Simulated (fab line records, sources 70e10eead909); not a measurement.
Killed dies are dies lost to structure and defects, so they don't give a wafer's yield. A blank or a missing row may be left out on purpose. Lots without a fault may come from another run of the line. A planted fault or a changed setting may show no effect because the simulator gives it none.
fab line records | flow nand_harc
record lots=24 wafers=72 last_day=33
route steps=1302 shown A_BLC@1130 A_M0@1148 A_M1@1182
lots that met no fault: from a run of the same line without faults
start_h: hours from the record's first day to the start of the lot's first wafer shown | wait_h: hours since the lot's step before | " the same as in the row above | L1.1+2: a row that stands for several wafers | - no value, or no start given | * or withheld: withheld | < > ~ a bound
route shown NAME@n: a module of which the file shows steps, and the number in the route of the first | usual: mean/standard deviation of fault-free wafers | same: alike in all rows | chamber/n: place in a boat | sites: the reading at each site | _std_site: their standard deviation | _edge_site: outer sites' mean less inner sites' | radius_mm: how far each site lies from the wafer's centre | mask NAME#n: copy n | behind: the tool/chamber that last shaped the wafer | hold: why the lot was held/for how many hours/how that ended | device: the transistor (n, p or np) that didn't switch | end of line: the same wafers' tests at the end of the route | a step without rows: its recipe alone | killed: dies lost to structure and defects at the first sort, not the wafer's yield | map: a wafer's dies, x killed, . not, _ none there
set.NAME: the setting as run; set.NAME@STEP: as run at that earlier step | model.NAME: the simulator's own value behind a step, which no gauge read
steps of the route over a sample of lots; a table a step, a row a wafer
services: from which hour (start_h, from the record's first day; less than 0 if before it) a tool's chamber was out of use, for how many hours, and why
## steps
# step NHARC_A_BLC_PVD_32
# recipe target_thk_a=50 chamber_pressure_pa=5 power_w=5000 substrate_temp_c=200 time_s=17.7 material=Ti
# usual chamber_pressure_pa=4.999/0.0084 substrate_temp_c=200.01/0.17 throttle_valve_pct=29.6/1.3
# columns lot.wafer tool chamber start_h wait_h chamber_pressure_pa substrate_temp_c throttle_valve_pct
L075.2 pvd_sputter-03 - - - 5.014 199.93 33.1
L075.3 " - " " 5.012 200.11 28.9
L075.1 " - " " 4.999 199.94 28.6
L074.4 pvd_sputter-03 - - - 5.006 200.18 28.9
L074.1 " - " " 4.988 199.97 28.7
L074.3 " - " " 5.005 199.98 30.3
L076.2 pvd_sputter-02 - - - 4.994 199.98 31.0
L076.5 " - " " 4.999 199.96 31.1
L076.6 " - " " 4.997 200.15 29.1
L077.3 pvd_sputter-01 - - - 5.004 199.77 29.6
L077.2 " - " " 5.006 199.83 29.2
L077.5 " - " " 4.994 199.59 29.8
L078.4 pvd_sputter-02 - - - 4.989 200.16 29.2
L078.3 " - " " 5.012 199.99 30.2
L078.6 " - " " 4.991 199.86 31.1
L079.2 pvd_sputter-01 - - - 5.007 199.91 29.2
L079.3 " - " " 5.014 200.06 30.8
L079.5 " - " " 4.999 199.98 29.4
L082.1 pvd_sputter-03 - - - 5.003 200.10 29.0
L082.2 " - " " 4.986 199.78 28.2
L082.6 " - " " 4.989 199.82 28.2
L081.2 pvd_sputter-01 - - - 5.005 200.10 30.3
L081.1 " - " " 4.990 199.82 29.5
L081.5 " - " " 5.008 199.91 30.4
L080.3 pvd_sputter-02 - - - 5.001 199.92 30.8
L080.1 " - " " 5.015 199.80 29.1
L080.6 " - " " 5.001 199.85 28.5
L083.1 pvd_sputter-02 - - - 5.001 199.94 28.5
L083.3 " - " " 4.996 200.04 31.0
L083.5 " - " " 5.002 200.22 30.3
L084.4 pvd_sputter-03 - - - 4.997 199.93 33.4
L084.6 " - " " 5.002 200.09 28.9
L084.5 " - " " 4.989 200.02 28.1
L086.3 pvd_sputter-03 - - - 4.994 200.00 28.0
L086.1 " - " " 5.009 199.98 27.7
L086.6 " - " " 5.004 199.88 28.1
L085.1 pvd_sputter-02 - - - 4.995 199.79 29.0
L085.4 " - " " 5.002 200.04 30.3
L085.6 " - " " 4.992 200.08 29.0
L087.4 pvd_sputter-02 - - - 5.013 200.00 28.7
L087.2 " - " " 5.002 200.05 29.0
L087.5 " - " " 4.999 199.71 30.8
L089.3 pvd_sputter-01 - - - 5.005 199.64 29.0
L089.1 " - " " 4.996 200.33 29.6
L089.5 " - " " 5.009 199.90 30.2
L088.3 pvd_sputter-01 - - - 4.984 199.96 29.8
L088.4 " - " " 4.999 200.07 29.3
L088.5 " - " " 4.996 199.84 30.0
L092.4 pvd_sputter-02 - - - 4.999 200.07 30.2
L092.1 " - " " 4.992 200.07 30.5
L092.5 " - " " 5.000 200.26 29.2
L090.4 pvd_sputter-03 - - - 5.004 199.91 33.2
L090.1 " - " " 4.983 199.93 28.7
L090.5 " - " " 4.981 199.85 32.9
L091.2 pvd_sputter-02 - - - 5.005 199.89 30.7
L091.4 " - " " 4.991 199.93 28.7
L091.5 " - " " 4.986 200.11 30.6
L093.4 pvd_sputter-03 - - - 5.008 199.87 28.3
L093.1 " - " " 5.009 199.79 28.5
L093.5 " - " " 4.986 200.38 28.5
L095.3 pvd_sputter-03 - - - 5.001 200.08 28.4
L095.2 " - " " 4.994 199.94 28.6
L095.6 " - " " 5.004 200.03 28.6
L097.3 pvd_sputter-03 - - - 5.006 199.99 28.6
L097.4 " - " " 5.012 200.16 32.8
L097.6 " - " " 4.999 199.95 32.8
L094.1 pvd_sputter-02 - - - 5.002 200.46 30.1
L094.2 " - " " 4.982 200.13 29.1
L094.4 " - " " 5.004 200.23 28.9
L096.1 pvd_sputter-03 - - - 4.999 200.26 28.3
L096.6 " - " " 5.012 200.34 28.7
L096.5 " - " " 4.994 200.05 28.7
# step NHARC_A_M0_OVL_MEAS_10
# recipe pitch_nm=160
# usual overlay_x_nm=0.0/1.1 overlay_y_nm=-0.1/0.81
# columns lot.wafer tool chamber start_h wait_h overlay_x_nm overlay_y_nm
L075.1 overlay-02 - 520.66 - -0.7 0.9
L075.2 " - " " -0.3 0.2
L075.3 " - " " -0.1 0.3
L074.1 overlay-01 - 538.45 - 0.4 -1.0
L074.3 " - " " 0.5 -1.2
L074.4 " - " " 1.1 -0.8
L076.2 overlay-01 - 545.42 - -0.5 0.8
L076.5 " - " " 0.1 -0.2
L076.6 " - " " 0.0 0.2
L077.2 overlay-01 - 550.17 - -1.2 1.8
L077.3 " - " " -1.0 1.3
L077.5 " - " " -1.9 1.5
L078.3 overlay-02 - 558.71 - 0.5 0.1
L078.4 " - " " 0.4 0.1
L078.6 " - " " 0.3 0.1
L079.2 overlay-02 - 561.45 - 0.4 -1.1
L079.3 " - " " 0.5 -0.5
L079.5 " - " " 0.5 -0.6
L082.1 overlay-01 - 594.27 - 0.1 1.4
L082.2 " - " " 0.4 0.8
L082.6 " - " " 0.1 0.5
L081.1 overlay-02 - 594.78 - 0.5 -1.4
L081.2 " - " " 1.1 -1.3
L081.5 " - " " 0.5 -1.1
L080.1 overlay-01 - 601.77 - 0.4 -0.9
L080.3 " - " " 0.7 -0.8
L080.6 " - " " 0.6 -1.5
L083.1 overlay-02 - 604.35 - 0.1 -1.0
L083.3 " - " " -0.4 -1.2
L083.5 " - " " -0.2 -1.3
L084.4 overlay-02 - 646.66 - 2.2 0.4
L084.5 " - " " 2.0 -0.1
L084.6 " - " " 2.6 0.2
L086.1 overlay-02 - 649.43 - -1.1 -1.1
L086.3 " - " " -1.0 -1.1
L086.6 " - " " -0.9 -0.9
L085.1 overlay-01 - 652.21 - 0.5 0.7
L085.4 " - " " 1.3 0.6
L085.6 " - " " 0.3 0.5
L087.2 overlay-02 - 653.30 - -1.6 0.7
L087.4 " - " " -1.7 0.9
L087.5 " - " " -1.7 0.9
L089.1 overlay-01 - 664.20 - -0.7 0.8
L089.3 " - " " -0.1 0.3
L089.5 " - " " -1.0 0.4
L088.3 overlay-02 - 666.70 - -1.6 0.2
L088.4 " - " " -2.0 -0.4
L088.5 " - " " -1.5 0.2
L092.1 overlay-01 - 681.19 - -0.2 1.0
L092.4 " - " " 0.2 1.3
L092.5 " - " " -0.4 0.9
L090.1 overlay-02 - 684.73 - -1.7 0.1
L090.4 " - " " -1.4 -0.1
L090.5 " - " " -1.2 0.1
L091.2 overlay-02 - 690.31 - 0.0 -0.1
L091.4 " - " " -0.4 0.5
L091.5 " - " " 0.4 0.0
L093.1 overlay-01 - 728.81 - 0.6 -1.3
L093.4 " - " " -0.1 -0.7
L093.5 " - " " -0.3 -0.9
L095.2 overlay-02 - 731.97 - -0.2 -0.7
L095.3 " - " " 0.1 -0.8
L095.6 " - " " -0.5 -1.0
L097.3 overlay-02 - 733.51 - 0.6 -0.2
L097.4 " - " " 0.8 0.1
L097.6 " - " " 1.1 0.6
L094.1 overlay-01 - 735.28 - 2.3 -0.1
L094.2 " - " " 2.1 -0.4
L094.4 " - " " 1.8 -0.1
L096.1 overlay-02 - 751.52 - -0.6 0.2
L096.5 " - " " -0.4 0.4
L096.6 " - " " -0.1 0.0
# step NHARC_A_M1_DESCUM_14
# recipe time_s=3 o2_flow_sccm=200 ar_flow_sccm=0 bias_power_w=0 chemistry=O2
# usual chamber_pressure_mTorr=60.00/0.053 drypump_motor_current_A=5.7/0.53 oes_product_au=1.000/0.013 rf_vpp_V=57.9/1 showerhead_plenum_p_Torr=1.92/0.093 throttle_valve_pct=11.313/0.0083
# columns lot.wafer tool chamber start_h wait_h chamber_pressure_mTorr drypump_motor_current_A oes_product_au rf_hours_counter_h rf_vpp_V showerhead_plenum_p_Torr throttle_valve_pct
L075.3 rie_diel-11 1 524.75 0.1 60.11 5.7 1.016 4.7 58.3 1.87 11.301
L075.2 " 2 " " 59.95 6.7 1.009 4.2 58.2 2.02 11.332
L075.1 " 3 " " 59.99 5.1 1.002 3.9 57.8 1.80 11.321
L074.1 rie_diel-11 2 542.50 0.1 59.90 6.7 1.000 5.5 58.6 2.01 11.303
L074.4 " 3 " " 59.99 5.1 1.003 4.7 56.6 1.80 11.322
L074.3 " 0 " " 59.96 5.1 1.002 5.5 57.6 1.85 11.315
L076.2 rie_diel-11 3 549.55 0.1 60.12 5.1 0.993 5.0 58.3 1.80 11.304
L076.6 " 2 " " 60.03 6.7 0.994 - 57.5 2.01 11.306
L076.5 " 3 " " 59.94 5.1 0.999 - 57.5 1.80 11.305
L077.2 rie_diel-02 0 554.42 0.1 60.01 5.8 0.993 2.9 56.5 1.79 11.307
L077.3 " 3 " " 60.07 5.6 0.997 3.4 59.0 1.96 11.308
L077.5 " 1 " " 60.04 6.2 0.995 - 58.3 2.04 11.319
L078.3 rie_diel-02 1 562.83 0.1 59.99 6.2 0.998 3.8 58.0 2.04 11.292
L078.4 " 2 " " 60.01 5.2 1.005 3.5 57.0 1.98 11.304
L078.6 " 2 " " 59.94 5.2 1.000 - 59.0 1.98 11.308
L079.2 rie_diel-04 2 565.52 0.1 60.05 6.3 1.009 0.1 56.2 1.83 11.305
L079.3 " 3 " " 59.94 4.8 1.004 0.5 57.3 2.05 11.300
L079.5 " 3 " " 60.06 4.8 1.010 - 59.0 2.05 11.314
L082.1 rie_diel-02 2 598.42 0.1 60.06 5.2 1.001 0.7 58.8 1.98 11.320
L082.2 " 1 " " 59.96 6.2 1.005 0.7 58.1 2.04 11.322
L082.6 " 2 " " 60.01 5.2 1.002 - 57.6 1.98 11.313
L081.1 rie_diel-02 2 598.93 0.1 60.08 5.2 1.005 0.8 58.2 1.98 11.297
L081.2 " 3 " " 60.05 5.6 0.993 0.5 56.6 1.96 11.325
L081.5 " 3 " " 60.04 5.6 0.992 - 56.3 1.96 11.310
L080.1 rie_diel-11 3 605.80 0.1 59.96 5.0 0.992 7.5 57.4 1.80 11.326
L080.3 " 0 " " 60.05 5.1 1.008 8.5 58.0 1.85 11.311
L080.6 " 1 " " 59.90 5.7 1.017 - 57.1 1.87 11.323
L083.1 rie_diel-04 3 608.52 0.1 60.03 4.8 1.005 4.0 58.0 2.05 11.331
L083.3 " 2 " " 60.06 6.3 1.013 4.8 58.4 1.83 11.329
L083.5 " 2 " " 60.04 6.3 1.011 - 55.5 1.83 11.315
L084.4 rie_diel-02 0 650.71 0.1 59.97 5.9 0.980 1.5 57.8 1.79 11.320
L084.5 " 2 " " 60.00 5.2 1.012 - 57.5 1.98 11.315
L084.6 " 3 " " 60.02 5.6 1.011 - 59.1 1.96 11.317
L086.3 rie_diel-02 3 653.78 0.1 60.03 5.6 1.001 1.8 57.3 1.96 11.306
L086.1 " 2 " " 59.95 5.2 1.007 2.2 58.5 1.98 11.313
L086.6 " 3 " " 59.96 5.6 1.005 - 57.0 1.96 11.304
L085.4 rie_diel-02 3 656.43 0.1 60.00 5.6 1.001 1.9 58.6 1.96 11.304
L085.1 " 2 " " 60.00 5.2 0.998 2.2 58.6 1.98 11.319
L085.6 " 3 " " 60.05 5.6 0.992 - 58.6 1.96 11.310
L087.4 rie_diel-11 3 657.69 0.1 60.08 5.1 0.997 2.8 58.7 1.80 11.299
L087.2 " 0 " " 60.01 5.1 1.004 3.2 58.1 1.85 11.318
L087.5 " 2 " " 59.91 6.7 0.997 - 58.6 2.01 11.317
L089.1 rie_diel-02 1 668.48 0.1 60.06 6.2 1.004 2.8 58.2 2.04 11.320
L089.3 " 0 " " 60.06 5.8 0.963 2.5 56.2 1.79 11.313
L089.5 " 2 " " 60.01 5.2 0.993 - 58.3 1.98 11.312
L088.4 rie_diel-02 3 670.72 0.1 59.94 5.6 1.007 2.9 56.4 1.96 11.306
L088.3 " 2 " " 60.14 5.2 0.997 3.3 56.4 1.98 11.313
L088.5 " 0 " " 59.95 5.8 0.979 - 56.9 1.79 11.302
L092.1 rie_diel-02 2 685.38 0.1 60.02 5.2 1.001 3.7 58.0 1.98 11.310
L092.4 " 1 " " 60.03 6.2 1.001 3.5 59.6 2.04 11.312
L092.5 " 2 " " 59.99 5.2 1.002 - 58.5 1.98 11.317
L090.4 rie_diel-02 2 688.87 0.1 60.16 5.2 1.002 3.9 57.8 1.98 11.311
L090.1 " 0 " " 59.93 5.8 0.977 3.2 56.4 1.79 11.309
L090.5 " 3 " " 60.12 5.6 1.005 - 56.5 1.96 11.323
L091.2 rie_diel-04 0 695.12 0.1 59.99 6.8 0.998 8.9 57.4 1.81 11.320
L091.4 " 0 " " 60.02 6.8 0.999 - 57.3 1.81 11.322
L091.5 " 2 " " 60.04 6.3 0.989 - 56.5 1.83 11.306
L093.4 rie_diel-02 3 732.96 0.1 59.99 5.6 0.988 4.2 58.4 1.96 11.317
L093.1 " 0 " " 59.97 5.9 0.966 4.2 57.7 1.78 11.305
L093.5 " 2 " " 59.95 5.2 0.997 - 58.2 1.98 11.300
L095.2 rie_diel-02 1 736.00 0.1 60.02 6.2 1.012 4.6 58.1 2.04 11.330
L095.3 " 3 " " 60.04 5.6 1.009 4.2 57.7 1.96 11.305
L095.6 " 0 " " 59.96 5.8 0.970 - 56.8 1.79 11.304
L097.4 rie_diel-02 3 737.67 0.1 59.94 5.6 1.009 4.3 58.0 1.96 11.307
L097.3 " 1 " " 59.95 6.2 1.024 4.6 56.9 2.04 11.306
L097.6 " 3 " " 60.00 5.6 1.021 - 59.7 1.96 11.310
L094.4 rie_diel-02 2 739.67 0.1 59.98 5.2 1.004 4.8 56.0 1.98 11.314
L094.2 " 3 " " 59.99 5.6 1.014 4.4 59.2 1.96 11.318
L094.1 " 0 " " 59.98 5.8 0.970 4.4 57.9 1.78 11.309
L096.1 rie_diel-11 1 755.68 0.1 59.98 5.7 1.017 8.3 58.4 1.87 11.307
L096.6 " 0 " " 60.08 5.1 1.009 - 58.3 1.85 11.317
L096.5 " 3 " " 60.01 5.1 0.999 - 57.9 1.80 11.312
# step NHARC_A_M1_ETCH_35
# recipe target_depth_a=400 overetch_a=120 time_s=43.94 ion_energy_ev=200 n2_flow_sccm=150 h2_flow_sccm=150 ar_flow_sccm=0 rf_w=400 bias_w=150 chemistry=N2/H2
# usual chamber_pressure_mTorr=29.998/0.022 drypump_motor_current_A=5.7/0.53 oes_product_au=1.000/0.013 rf_vpp_V=431/3.1 showerhead_plenum_p_Torr=2.05/0.1 throttle_valve_pct=14.170/0.009
# columns lot.wafer tool chamber start_h wait_h chamber_pressure_mTorr drypump_motor_current_A oes_product_au rf_hours_counter_h rf_vpp_V showerhead_plenum_p_Torr throttle_valve_pct
L075.2 rie_diel-11 3 524.83 0.1 29.972 5.1 0.993 3.9 426 1.91 14.153
L075.3 " 0 " " 30.008 5.0 1.022 4.5 428 1.97 14.173
L075.1 " 1 " " 29.994 5.6 1.011 4.7 429 1.99 14.175
L074.3 rie_diel-11 2 542.58 0.1 29.984 6.7 1.003 5.5 434 2.15 14.158
L074.1 " 0 " " 30.011 5.1 1.016 5.5 429 1.97 14.167
L074.4 " 1 " " 30.009 5.7 1.000 6.1 430 1.99 14.167
L076.2 rie_diel-11 1 549.63 0.1 30.008 5.7 1.012 6.2 429 1.99 14.187
L076.6 " 0 " " 29.949 5.1 1.009 - 429 1.97 14.177
L076.5 " 1 " " 29.999 5.7 1.019 - 428 1.99 14.183
L077.3 rie_diel-02 1 554.51 0.1 29.983 6.2 0.996 3.6 436 2.18 14.173
L077.2 " 0 " " 29.972 5.9 0.985 2.9 425 1.90 14.164
L077.5 " 1 " " 29.990 6.2 1.001 - 435 2.18 14.177
L078.4 rie_diel-02 3 562.92 0.1 29.974 5.6 0.994 3.5 433 2.09 14.163
L078.3 " 0 " " 29.990 5.8 0.985 3.1 424 1.90 14.170
L078.6 " 2 " " 30.023 5.2 1.001 - 432 2.11 14.169
L079.2 rie_diel-04 0 565.61 0.1 29.988 6.8 1.017 0.5 427 1.93 14.168
L079.3 " 1 " " 29.979 5.8 0.996 0.4 431 2.04 14.163
L079.5 " 3 " " 30.022 4.8 1.013 - 434 2.19 14.176
L082.2 rie_diel-02 1 598.51 0.1 29.993 6.2 1.005 0.7 434 2.18 14.177
L082.1 " 2 " " 29.959 5.1 1.013 0.7 433 2.11 14.167
L082.6 " 1 " " 30.009 6.2 1.017 - 434 2.18 14.151
L081.1 rie_diel-02 3 599.03 0.1 29.973 5.6 0.992 0.5 433 2.09 14.164
L081.2 " 1 " " 29.990 6.2 1.001 0.8 434 2.18 14.186
L081.5 " 2 " " 30.027 5.2 1.009 - 433 2.11 14.183
L080.3 rie_diel-11 0 605.88 0.1 30.001 5.1 1.001 8.5 429 1.97 14.179
L080.1 " 1 " " 30.029 5.7 1.017 9.4 428 1.99 14.171
L080.6 " 0 " " 29.969 5.1 1.000 - 428 1.97 14.188
L083.3 rie_diel-04 2 608.62 0.1 29.999 6.3 1.011 4.8 428 1.94 14.170
L083.1 " 3 " " 29.971 4.8 0.995 4.0 435 2.19 14.174
L083.5 " 3 " " 29.986 4.8 1.005 - 434 2.19 14.160
L084.4 rie_diel-02 1 650.79 0.1 30.007 6.2 1.006 1.9 434 2.18 14.163
L084.5 " 2 " " 30.036 5.2 1.002 - 434 2.11 14.177
L084.6 " 3 " " 29.996 5.6 1.002 - 431 2.09 14.169
L086.1 rie_diel-02 2 653.87 0.1 30.032 5.2 0.998 2.2 433 2.11 14.172
L086.3 " 0 " " 29.998 5.8 0.978 1.6 425 1.90 14.182
L086.6 " 2 " " 30.014 5.2 1.008 - 433 2.11 14.155
L085.4 rie_diel-02 1 656.52 0.1 30.042 6.2 1.016 2.0 434 2.18 14.186
L085.1 " 3 " " 29.964 5.6 0.999 1.9 433 2.09 14.160
L085.6 " 0 " " 30.001 5.8 0.967 - 425 1.90 14.186
L087.4 rie_diel-11 2 657.77 0.1 30.004 6.7 0.999 2.4 432 2.15 14.179
L087.2 " 3 " " 29.998 5.1 0.991 2.8 426 1.91 14.160
L087.5 " 0 " " 30.037 5.1 0.999 - 429 1.97 14.165
L089.1 rie_diel-02 1 668.57 0.1 29.993 6.2 1.008 2.8 435 2.18 14.177
L089.3 " 2 " " 29.957 5.2 1.000 3.3 434 2.11 14.162
L089.5 " 1 " " 30.025 6.2 1.009 - 435 2.18 14.160
L088.4 rie_diel-02 0 670.80 0.1 29.990 5.8 0.968 2.5 425 1.90 14.154
L088.3 " 3 " " 30.007 5.6 1.001 2.9 432 2.09 14.168
L088.5 " 0 " " 29.989 5.8 0.974 - 425 1.90 14.165
L092.4 rie_diel-02 1 685.46 0.1 30.032 6.2 1.001 3.5 435 2.18 14.160
L092.1 " 0 " " 30.023 5.8 0.974 3.2 427 1.90 14.172
L092.5 " 1 " " 29.982 6.2 1.000 - 435 2.18 14.187
L090.4 rie_diel-02 2 688.97 0.1 30.011 5.2 0.997 3.9 433 2.11 14.166
L090.1 " 3 " " 30.014 5.6 0.995 3.4 432 2.09 14.170
L090.5 " 1 " " 29.989 6.2 1.003 - 435 2.18 14.174
L091.2 rie_diel-04 3 695.23 0.1 30.001 4.8 0.992 7.7 434 2.19 14.179
L091.4 " 2 " " 29.972 6.2 1.006 - 430 1.94 14.174
L091.5 " 3 " " 30.002 4.8 0.986 - 435 2.19 14.166
L093.4 rie_diel-02 1 733.04 0.1 29.999 6.2 1.002 4.5 435 2.18 14.165
L093.1 " 3 " " 29.996 5.6 0.998 4.2 430 2.09 14.159
L093.5 " 2 " " 29.979 5.2 1.006 - 433 2.11 14.170
L095.2 rie_diel-02 2 736.08 0.1 30.055 5.2 1.008 4.7 433 2.11 14.174
L095.3 " 0 " " 30.054 5.8 0.976 4.2 426 1.90 14.167
L095.6 " 1 " " 29.969 6.2 1.014 - 434 2.18 14.154
L097.3 rie_diel-02 1 737.77 0.1 29.968 6.2 1.016 4.6 432 2.18 14.171
L097.4 " 2 " " 29.994 5.2 1.012 4.7 433 2.11 14.184
L097.6 " 3 " " 29.982 5.6 1.012 - 431 2.09 14.187
L094.4 rie_diel-02 2 739.76 0.1 30.028 5.2 1.012 4.8 432 2.11 14.169
L094.1 " 0 " " 29.982 5.9 0.975 4.4 426 1.90 14.168
L094.2 " 1 " " 29.995 6.2 1.011 4.8 434 2.18 14.178
L096.1 rie_diel-11 3 755.77 0.1 29.978 5.1 0.985 7.2 427 1.91 14.169
L096.5 " 3 " " 30.003 5.1 0.971 - 426 1.91 14.182
L096.6 " 0 " " 29.976 5.0 1.012 - 429 1.97 14.164
# step NHARC_A_M1_PVD_20
# recipe target_thk_a=50 bias_v=168.6 power_w=15000 chamber_pressure_pa=0.12 time_s=8.06 substrate_temp_c=50 material=TaN
# usual chamber_pressure_pa=0.11998/0.00023 substrate_temp_c=50.00/0.12 throttle_valve_pct=29.6/1.2
# columns lot.wafer tool chamber start_h wait_h chamber_pressure_pa substrate_temp_c throttle_valve_pct
L075.2 pvd_sputter-01 - - - 0.12013 49.93 29.8
L075.1 " - " " 0.11967 50.03 29.4
L075.3 " - " " 0.11997 49.88 29.3
L074.3 pvd_sputter-02 - - - 0.11991 50.05 28.1
L074.4 " - " " 0.1201 50.03 29.1
L074.1 " - " " 0.11996 50.04 30.3
L076.2 pvd_sputter-03 - - - 0.11989 49.93 28.7
L076.5 " - " " 0.11969 49.96 28.8
L076.6 " - " " 0.12011 50.10 28.2
L077.2 pvd_sputter-01 - - - 0.11998 49.89 30.5
L077.3 " - " " 0.11996 49.98 29.5
L077.5 " - " " 0.1199 50.14 29.9
L078.3 pvd_sputter-02 - - - 0.12005 49.88 30.4
L078.4 " - " " 0.11975 49.98 30.7
L078.6 " - " " 0.11973 50.01 29.3
L079.2 pvd_sputter-01 - - - 0.11995 49.87 29.8
L079.3 " - " " 0.11986 50.04 30.7
L079.5 " - " " 0.12013 50.09 30.7
L082.2 pvd_sputter-01 - - - 0.12047 49.86 30.1
L082.1 " - " " 0.11991 49.92 29.7
L082.6 " - " " 0.11999 50.05 28.9
L081.2 pvd_sputter-03 - - - 0.11952 49.90 28.0
L081.1 " - " " 0.12021 49.86 33.2
L081.5 " - " " 0.12007 49.93 28.0
L080.1 pvd_sputter-02 - - - 0.1197 50.24 30.5
L080.3 " - " " 0.12021 49.67 28.2
L080.6 " - " " 0.12027 49.96 31.0
L083.1 pvd_sputter-03 - - - 0.1199 50.08 33.3
L083.3 " - " " 0.11969 49.95 28.3
L083.5 " - " " 0.12029 50.03 33.1
L084.4 pvd_sputter-01 - - - 0.12015 50.00 29.0
L084.6 " - " " 0.11995 49.94 28.7
L084.5 " - " " 0.12045 50.05 29.7
L086.1 pvd_sputter-03 - - - 0.1198 50.03 28.6
L086.3 " - " " 0.11995 49.96 28.2
L086.6 " - " " 0.11979 50.00 28.6
L085.4 pvd_sputter-01 - - - 0.12024 49.87 30.3
L085.1 " - " " 0.12013 49.80 29.8
L085.6 " - " " 0.12014 49.71 30.4
L087.4 pvd_sputter-02 - - - 0.12004 50.06 30.1
L087.2 " - " " 0.12 49.95 30.5
L087.5 " - " " 0.11979 50.04 28.8
L089.1 pvd_sputter-03 - - - 0.11981 49.90 29.0
L089.3 " - " " 0.11971 50.06 28.0
L089.5 " - " " 0.11991 49.94 28.7
L088.3 pvd_sputter-01 - - - 0.11981 50.18 29.8
L088.4 " - " " 0.11977 50.12 29.6
L088.5 " - " " 0.12024 50.03 30.5
L092.4 pvd_sputter-03 - - - 0.11979 49.96 28.1
L092.1 " - " " 0.11992 49.96 33.4
L092.5 " - " " 0.12049 50.02 27.8
L090.1 pvd_sputter-01 - - - 0.12015 50.20 29.6
L090.4 " - " " 0.12006 49.89 29.9
L090.5 " - " " 0.12017 50.06 29.7
L091.2 pvd_sputter-01 - - - 0.12 50.20 29.6
L091.4 " - " " 0.11998 50.03 29.0
L091.5 " - " " 0.11975 50.16 29.8
L093.4 pvd_sputter-01 - - - 0.12051 49.98 28.9
L093.1 " - " " 0.11997 49.81 29.9
L093.5 " - " " 0.12 50.00 29.6
L095.3 pvd_sputter-01 - - - 0.11983 49.98 30.5
L095.2 " - " " 0.12006 50.13 29.9
L095.6 " - " " 0.11992 49.98 29.7
L097.4 pvd_sputter-02 - - - 0.11951 49.94 28.9
L097.3 " - " " 0.1199 49.99 28.9
L097.6 " - " " 0.11985 50.18 29.0
L094.1 pvd_sputter-03 - - - 0.11967 49.94 32.8
L094.2 " - " " 0.1202 49.93 28.2
L094.4 " - " " 0.11964 50.05 28.5
L096.1 pvd_sputter-01 - - - 0.12001 50.05 29.8
L096.5 " - " " 0.12036 49.92 30.0
L096.6 " - " " 0.12018 50.05 28.7
# step NHARC_A_M1_THK_MEAS_24
# recipe thk_meas_gauge=xrf
# usual thk_nm=154.3/1.6
# columns lot.wafer tool chamber start_h wait_h thk_nm
L075.1 film_metro-02 - 527.20 - 154.1
L075.2 " - " " 153.8
L075.3 " - " " 156.3
L074.1 film_metro-02 - 544.92 - 154.3
L074.3 " - " " 152.9
L074.4 " - " " 152.1
L076.2 film_metro-01 - 551.96 - 157.0
L076.5 " - " " 155.7
L076.6 " - " " 154.8
L077.2 film_metro-02 - 556.88 - 152.8
L077.3 " - " " 152.4
L077.5 " - " " 154.2
L078.3 film_metro-01 - 565.25 - 154.9
L078.4 " - " " 153.8
L078.6 " - " " 152.2
L079.2 film_metro-02 - 568.19 - 153.4
L079.3 " - " " 154.3
L079.5 " - " " 153.8
L082.1 film_metro-01 - 600.96 - 153.7
L082.2 " - " " 153.6
L082.6 " - " " 151.2
L081.1 film_metro-01 - 601.35 - 156.7
L081.2 " - " " 154.3
L081.5 " - " " 154.0
L080.1 film_metro-01 - 608.27 - 154.0
L080.3 " - " " 154.5
L080.6 " - " " 153.5
L083.1 film_metro-02 - 612.54 - 155.1
L083.3 " - " " 154.7
L083.5 " - " " 153.3
L084.4 film_metro-01 - 653.11 - 152.6
L084.5 " - " " 151.8
L084.6 " - " " 154.2
L086.1 film_metro-02 - 656.19 - 156.6
L086.3 " - " " 153.1
L086.6 " - " " 157.6
L085.1 film_metro-02 - 658.84 - 154.3
L085.4 " - " " 154.1
L085.6 " - " " 152.8
L087.2 film_metro-02 - 660.14 - 153.7
L087.4 " - " " 157.6
L087.5 " - " " 156.6
L089.1 film_metro-02 - 670.90 - 152.0
L089.3 " - " " 154.9
L089.5 " - " " 154.5
L088.3 film_metro-01 - 673.13 - 156.0
L088.4 " - " " 154.7
L088.5 " - " " 157.3
L092.1 film_metro-02 - 687.86 - 152.4
L092.4 " - " " 155.8
L092.5 " - " " 153.9
L090.1 film_metro-02 - 691.36 - 151.4
L090.4 " - " " 153.2
L090.5 " - " " 152.4
L091.2 film_metro-02 - 697.67 - 154.0
L091.4 " - " " 154.6
L091.5 " - " " 154.7
L093.1 film_metro-01 - 735.56 - 152.7
L093.4 " - " " 156.2
L093.5 " - " " 155.3
L095.2 film_metro-01 - 738.48 - 155.2
L095.3 " - " " 152.7
L095.6 " - " " 155.0
L097.3 film_metro-02 - 740.15 - 151.6
L097.4 " - " " 155.8
L097.6 " - " " 152.8
L094.1 film_metro-01 - 742.08 - 153.7
L094.2 " - " " 155.2
L094.4 " - " " 153.8
L096.1 film_metro-02 - 758.24 - 154.4
L096.5 " - " " 155.9
L096.6 " - " " 154.9
## services
# columns tool chamber start_h hours kind
rie_diel-04 - 526.11 0.5 repair
rie_diel-04 - 531.90 9.0 pm
pvd_sputter-03 - 538.22 10.0 pm
rie_diel-04 2 547.95 13.9 repair
rie_diel-02 - 570.71 9.0 pm
pvd_sputter-01 - 582.00 10.0 pm
rie_diel-11 - 609.50 9.0 pm
rie_diel-02 1 630.40 13.7 repair
pvd_sputter-02 - 638.08 10.0 pm
rie_diel-11 3 648.69 1.2 repair
rie_diel-11 - 655.03 1.7 repair
pvd_sputter-03 - 663.61 0.7 repair
pvd_sputter-01 - 669.47 1.7 repair
pvd_sputter-03 - 678.42 0.5 repair
rie_diel-11 2 683.94 85.7 repair
pvd_sputter-01 - 685.02 4.3 repair
rie_diel-02 - 690.00 3.9 repair
rie_diel-11 - 697.85 0.3 repair
rie_diel-11 3 711.73 7.1 repair
pvd_sputter-03 - 716.22 10.0 pm
rie_diel-11 3 729.46 5.1 repair
rie_diel-11 1 741.16 11.3 repair
rie_diel-02 - 747.71 9.0 pm
pvd_sputter-02 - 752.12 5.2 repair
## key
fault none
